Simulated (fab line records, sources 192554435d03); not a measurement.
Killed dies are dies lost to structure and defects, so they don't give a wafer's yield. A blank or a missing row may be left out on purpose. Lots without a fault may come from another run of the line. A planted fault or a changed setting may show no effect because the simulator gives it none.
Which tool did it? | flow n5_finfet | 10 lots, 30 wafers sampled, at 4 steps of a route of 1938

WHAT THE GAUGES READ, wafer by wafer
The record holds no reading of a measuring or inspecting step that can be judged against a usual standard deviation.

WHICH TOOL RAN EACH LOT (tool, then ch and the chambers of the sampled wafers, then the start)
lot  | N5_BEOL_M10_STRIP_19               | N5_BEOL_M10_ETCH_65                | N5_BEOL_M10_VIA_ETCH_34            | N5_BEOL_M10_STRIP_77
L652 | rie_diel-02 ch 0,1,3, day 10 14:50 | rie_diel-02 ch 0,1,2, day 10 16:59 | rie_diel-02 ch 0,1,2, day 10 17:10 | rie_diel-02 ch 0,1,2, no start
L655 | rie_diel-04 ch 1,2, day 11 23:25   | rie_diel-05 ch 2,3, day 12 01:34   | rie_diel-05 ch 2,3, day 12 01:44   | rie_diel-05 ch 2,3, no start
L660 | rie_diel-04 ch 0,3, day 13 00:22   | rie_diel-04 ch 1,2,3, day 13 04:17 | rie_diel-04 ch 1,2,3, day 13 04:28 | rie_diel-04 ch 1,2,3, no start
L662 | rie_diel-02 ch 1,2,3, day 13 14:19 | rie_diel-05 ch 1,2,3, day 13 15:54 | rie_diel-05 ch 1,2,3, day 13 16:04 | rie_diel-05 ch 1,2,3, no start
L663 | rie_diel-04 ch 1,2,3, day 14 10:55 | rie_diel-05 ch 2,3, day 14 11:31   | rie_diel-05 ch 2,3, day 14 11:42   | rie_diel-05 ch 2,3, no start
L666 | rie_diel-02 ch 0,1,2, day 14 15:25 | rie_diel-05 ch 1,3, day 14 16:25   | rie_diel-05 ch 1,3, day 14 16:35   | rie_diel-05 ch 1,3, no start
L667 | rie_diel-05 ch 1,2, day 14 18:34   | rie_diel-05 ch 0,3, day 14 19:58   | rie_diel-05 ch 0,3, day 14 20:09   | rie_diel-05 ch 0,3, no start
L669 | rie_diel-02 ch 0,3, day 15 20:14   | rie_diel-05 ch 1,2, day 15 21:35   | rie_diel-05 ch 1,2, day 15 21:46   | rie_diel-05 ch 1,2, no start
L670 | rie_diel-04 ch 0,1,3, day 15 23:31 | rie_diel-02 ch 0,3, day 16 02:28   | rie_diel-02 ch 0,3, day 16 02:39   | rie_diel-02 ch 0,3, no start
L675 | rie_diel-02 ch 0,1,2, day 17 09:53 | rie_diel-04 ch 0,2,3, day 17 11:58 | rie_diel-04 ch 0,2,3, day 17 12:08 | rie_diel-04 ch 0,2,3, no start
- N5_BEOL_M10_STRIP_19: strips in O2.
- N5_BEOL_M10_ETCH_65: etches SiARC in CF4, target depth 39 nm, time 65 s.
- N5_BEOL_M10_VIA_ETCH_34: etches SiCOH lowk in C4F6/O2, target depth 184.5 nm, time 69.2 s.
- N5_BEOL_M10_STRIP_77: strips in N2/H2, time 10 s.

WHAT THE TOOLS THEMSELVES READ (means of the sampled wafers that have a number; where no wafer has one, the mark that the record gives instead)
N5_BEOL_M10_STRIP_19. Usual: drypump_motor_current_A 5.9 A, standard deviation 0.37; oes_product_au 0.81 a.u., standard deviation 0.082; rf_vpp_V 3.6 V, standard deviation 0.59; showerhead_plenum_p_Torr 2.12 Torr, standard deviation 0.1; throttle_valve_pct 16.57 %, standard deviation 0.17.
lot  | tool        | drypump_motor_current_A (A) | oes_product_au (a.u.) | rf_vpp_V (V) | showerhead_plenum_p_Torr (Torr) | throttle_valve_pct (%) | flag
L652 | rie_diel-02 | 5.6                         | 0.77                  | 3.1          | 2.19                            | 16.51                  |
L655 | rie_diel-04 | 6.1                         | 0.79                  | 3.4          | 2.00                            | 16.73                  |
L660 | rie_diel-04 | 6.2                         | 0.79                  | 4.0          | 2.17                            | 16.57                  |
L662 | rie_diel-02 | 5.9                         | 0.79                  | 4.0          | 2.13                            | 16.56                  |
L663 | rie_diel-04 | 6.1                         | 0.83                  | 4.1          | 2.10                            | 16.58                  |
L666 | rie_diel-02 | 5.7                         | 0.81                  | 4.0          | 2.14                            | 16.52                  |
L667 | rie_diel-05 | 5.7                         | 0.79                  | 3.8          | 2.11                            | 16.68                  |
L669 | rie_diel-02 | 5.5                         | 0.76                  | 3.4          | 2.18                            | 16.53                  |
L670 | rie_diel-04 | 6.2                         | 0.89                  | 2.5          | 2.16                            | 16.35                  |
L675 | rie_diel-02 | 5.7                         | 0.79                  | 3.9          | 2.14                            | 16.57                  |

N5_BEOL_M10_ETCH_65. Usual: drypump_motor_current_A 5.9 A, standard deviation 0.37; etch_rf_on_time_s 64.7 s, standard deviation 0.78; oes_product_au 0.70 a.u., standard deviation 0.075; rf_vpp_V 184.3 V, standard deviation 1.3; showerhead_plenum_p_Torr 2.17 Torr, standard deviation 0.095; throttle_valve_pct 15.52 %, standard deviation 0.2.
lot  | tool        | drypump_motor_current_A (A) | etch_rf_on_time_s (s) | oes_product_au (a.u.) | rf_vpp_V (V) | showerhead_plenum_p_Torr (Torr) | throttle_valve_pct (%) | flag
L652 | rie_diel-02 | 5.7                         | 64.7                  | 0.74                  | 185.9        | 2.20                            | 15.41                  |
L655 | rie_diel-05 | 6.0                         | 64.2                  | 0.76                  | 184.9        | 2.24                            | 15.45                  |
L660 | rie_diel-04 | 6.1                         | 64.6                  | 0.72                  | 183.7        | 2.15                            | 15.52                  |
L662 | rie_diel-05 | 5.8                         | 64.6                  | 0.71                  | 183.6        | 2.14                            | 15.59                  |
L663 | rie_diel-05 | 6.2                         | 63.8                  | 0.75                  | 184.7        | 2.21                            | 15.46                  |
L666 | rie_diel-05 | 5.7                         | 64.7                  | 0.66                  | 182.5        | 2.04                            | 15.72                  |
L667 | rie_diel-05 | 6.0                         | 65.1                  | 0.70                  | 184.2        | 2.19                            | 15.47                  |
L669 | rie_diel-05 | 5.5                         | 65.2                  | 0.64                  | 183.0        | 2.07                            | 15.78                  |
L670 | rie_diel-02 | 5.5                         | 65.0                  | 0.64                  | 185.7        | 2.22                            | 15.46                  |
L675 | rie_diel-04 | 6.2                         | 64.5                  | 0.71                  | 183.9        | 2.13                            | 15.52                  |

N5_BEOL_M10_VIA_ETCH_34. Usual: drypump_motor_current_A 5.9 A, standard deviation 0.37; oes_product_au 0.81 a.u., standard deviation 0.088; rf_vpp_V 668 V, standard deviation 4.1; run_length_s 92.6 s, standard deviation 0.42; showerhead_plenum_p_Torr 2.88 Torr, standard deviation 0.13; throttle_valve_pct 20.81 %, standard deviation 0.2.
lot  | tool        | drypump_motor_current_A (A) | oes_product_au (a.u.) | rf_vpp_V (V) | run_length_s (s) | showerhead_plenum_p_Torr (Torr) | throttle_valve_pct (%) | flag
L652 | rie_diel-02 | 5.7                         | 0.87                  | 670          | 92.4             | 2.93                            | 20.73                  |
L655 | rie_diel-05 | 6.0                         | 0.89                  | 670          | 92.2             | 2.98                            | 20.82                  |
L660 | rie_diel-04 | 6.1                         | 0.84                  | 668          | 92.7             | 2.86                            | 20.79                  |
L662 | rie_diel-05 | 5.8                         | 0.82                  | 667          | 92.3             | 2.85                            | 20.92                  |
L663 | rie_diel-05 | 6.2                         | 0.88                  | 666          | 92.5             | 2.94                            | 20.81                  |
L666 | rie_diel-05 | 5.7                         | 0.77                  | 664          | 94.6             | 2.71                            | 21.02                  | OFF
L667 | rie_diel-05 | 6.1                         | 0.84                  | 667          | 95.0             | 2.91                            | 20.78                  | OFF
L669 | rie_diel-05 | 5.6                         | 0.75                  | 667          | 94.5             | 2.74                            | 21.08                  | OFF
L670 | rie_diel-02 | 5.5                         | 0.74                  | 664          | 92.8             | 2.95                            | 20.70                  |
L675 | rie_diel-04 | 6.1                         | 0.82                  | 666          | 92.7             | 2.83                            | 20.81                  |

N5_BEOL_M10_STRIP_77. Usual: drypump_motor_current_A 5.9 A, standard deviation 0.37; oes_product_au 0.81 a.u., standard deviation 0.087; rf_vpp_V 59.3 V, standard deviation 0.94; showerhead_plenum_p_Torr 2.58 Torr, standard deviation 0.12; throttle_valve_pct 23.59 %, standard deviation 0.2.
lot  | tool        | drypump_motor_current_A (A) | oes_product_au (a.u.) | rf_vpp_V (V) | showerhead_plenum_p_Torr (Torr) | throttle_valve_pct (%) | flag
L652 | rie_diel-02 | 5.7                         | 0.86                  | 59.5         | 2.62                            | 23.56                  |
L655 | rie_diel-05 | 6.0                         | 0.89                  | 58.5         | 2.67                            | 23.54                  |
L660 | rie_diel-04 | 6.1                         | 0.84                  | 59.8         | 2.56                            | 23.56                  |
L662 | rie_diel-05 | 5.8                         | 0.82                  | 60.0         | 2.54                            | 23.69                  |
L663 | rie_diel-05 | 6.2                         | 0.87                  | 59.5         | 2.63                            | 23.60                  |
L666 | rie_diel-05 | 5.7                         | 0.78                  | 58.7         | 2.41                            | 23.85                  |
L667 | rie_diel-05 | 6.0                         | 0.83                  | 59.2         | 2.60                            | 23.60                  |
L669 | rie_diel-05 | 5.5                         | 0.74                  | 58.8         | 2.44                            | 23.79                  |
L670 | rie_diel-02 | 5.5                         | 0.75                  | 59.2         | 2.65                            | 23.58                  |
L675 | rie_diel-04 | 6.1                         | 0.83                  | 59.8         | 2.53                            | 23.63                  |

THE ANSWER, worked out from the rows above alone
Rule: a lot is off if the mean of its wafers that have a number lies more than 3 standard deviations from the usual mean. A lot without any number at a reading at which 4 lots or more have one is off too. The other lots that the step has rows for count as sound. The gauges are gone through in route order, then the tools' own readings, and for those a lot's mean is taken as printed above. The first step at which some lot is off is used, and at that step the reading that is off furthest; a lot without a number counts as furthest.
Off: L666, L667, L669, at N5_BEOL_M10_VIA_ETCH_34 (run_length_s).
A tool fits if, at that step or a process step before it, it ran every lot that is off, and no sound lot after the first of them. One fits: rie_diel-05 at N5_BEOL_M10_ETCH_65 and N5_BEOL_M10_VIA_ETCH_34. At N5_BEOL_M10_ETCH_65 its last sound lot is L663 (day 14 11:31), its first lot that is off L666 (day 14 16:25): a fault that began between those two fits.

WHAT THE SIMULATOR HAD PUT IN
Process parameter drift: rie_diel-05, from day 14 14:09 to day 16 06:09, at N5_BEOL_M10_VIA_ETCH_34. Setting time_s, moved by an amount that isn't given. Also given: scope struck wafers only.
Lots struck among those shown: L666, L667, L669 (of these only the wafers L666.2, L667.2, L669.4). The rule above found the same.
